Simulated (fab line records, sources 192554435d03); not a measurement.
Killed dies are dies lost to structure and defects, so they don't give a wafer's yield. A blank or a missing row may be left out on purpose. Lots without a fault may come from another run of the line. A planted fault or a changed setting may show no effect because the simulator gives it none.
A struck lot beside a sound one | flow n5_finfet | 16 steps out of a route of 1938
Sound: wafers L583.2, L583.3, L583.5. Struck: wafer L571.4. (L571.5, L571.6 of the same lot were not struck and are left out.) The cause comes at the end.
At each step with rows: each side's tool, then ch and its chambers, then its first start. Under that, the readings that differ: sound wafers | struck wafers | difference of the means | sigmas: that difference in standard deviations of wafers without a fault.
alike: readings whose means differ by less than 2 such deviations, and words and numbers that are the same on both sides. not compared: withheld readings, readings that some wafer has no value for, bounds like >300 that may hide the same value, and numbers for which the record gives no deviation and whose values overlap.
The two part at a step that has a row with sigmas, a row that says differs or no value, or rows on one side only. Numbers that don't overlap but have no deviation are shown without sigmas and don't part them. A reading that every wafer of one side lacks parts them only if that side has two wafers or more.

first, 7 steps without rows for these wafers: N5_BEOL_M1_COAT_73 (time 60 s, resist thk 5 nm); N5_BEOL_M1_COAT_05 (resist thk 30 nm); N5_BEOL_M1_EBR_07; N5_BEOL_M1_SOFTBAKE_06 (time 60 s); N5_BEOL_M1_EXPOSE_08 (exposes mask M1); N5_BEOL_M1_PEB_09 (peb time 60 s); N5_BEOL_M1_DEVELOP_10 (develop time 30 s).
N5_BEOL_M1_CD_MEAS_11: target cd 17.05 nm.
  sound on cd_sem-02 ch 0, day 11 12:02; struck on cd_sem-01 ch 0, day 8 06:13
  alike: cd_nm
N5_BEOL_M1_OVL_MEAS_12:
  sound on overlay-01 ch 0, day 11 12:04; struck on overlay-02 ch 0, day 8 06:16
  alike: M1_OVL
N5_BEOL_M1_INSPECT_13: inspects for defects (brightfield).
  sound on defect_inspect-02, day 11 12:07; struck on defect_inspect-02, day 8 06:18
  alike: raw_defect_count
N5_BEOL_M1_DESCUM_16: chemistry O2, time 7 s.
  sound on rie_diel-01 ch 0,1,2, day 11 12:16; struck on rie_diel-03 ch 1, day 8 06:35
  alike: drypump_motor_current_A, oes_product_au, rf_fwd_power_W, rf_vpp_V, showerhead_plenum_p_Torr, throttle_valve_pct
  not compared: rf_hours_counter_h
N5_BEOL_M1_ETCH_74: etches underlayer in N2/H2, target depth 6.5 nm, time 5.2 s.
  sound on rie_diel-01 ch 0,1,2, day 11 12:18; struck on rie_diel-03 ch 1, day 8 06:37
  alike: drypump_motor_current_A, etch_rf_on_time_s, oes_product_au, rf_fwd_power_W, rf_vpp_V, showerhead_plenum_p_Torr, throttle_valve_pct
  not compared: rf_hours_counter_h
N5_BEOL_M1_ETCH_63: etches SiARC in CF4, target depth 15.6 nm, time 26 s.
  sound on rie_diel-01 ch 0,1,2, day 11 12:19; struck on rie_diel-03 ch 1, day 8 06:38
  reading               | sound          | struck | difference | sigmas
  etch_rf_on_time_s (s) | 25.5 25.4 25.6 | 18.6   | -6.9       | -8
  alike: drypump_motor_current_A, oes_product_au, rf_fwd_power_W, rf_vpp_V, showerhead_plenum_p_Torr, throttle_valve_pct
  not compared: rf_hours_counter_h
N5_BEOL_M1_ETCH_64: etches SOC in N2/H2, target depth 75 nm, overetch 15 nm, time 112.5 s.
  sound on rie_diel-01 ch 0,1,2, day 11 12:20; struck on rie_diel-03 ch 1, day 8 06:40
  alike: drypump_motor_current_A, oes_product_au, rf_fwd_power_W, rf_vpp_V, showerhead_plenum_p_Torr, throttle_valve_pct
  not compared: rf_hours_counter_h
-- the record jumps here: 2 days lie between the struck wafers' starts before and after (it left off in module BEOL_M1 and takes up again in module BEOL_M4, whose first step shown is number 1111 of the route) --
N5_BEOL_M4_RC_MEAS_101:
  sound on prober-02 ch 0, day 13 05:34; struck on prober-02 ch 0, day 10 08:55
  alike: DIBL_N, DIBL_P, IOFF_N, IOFF_P, ION_N, ION_P, SS_N, SS_P, VT_N, VT_P
N5_PASSIVATION_PROBE_49:
  the record has rows for the sound wafers here (prober-02, day 17 13:05) and none for the struck ones

WHERE THEY PART
First at N5_BEOL_M1_ETCH_63; last, within this record, at N5_PASSIVATION_PROBE_49.

WHY: what the simulator had put in
Process parameter drift: rie_diel-03, from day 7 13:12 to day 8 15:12, at N5_BEOL_M1_ETCH_63. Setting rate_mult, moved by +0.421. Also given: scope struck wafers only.
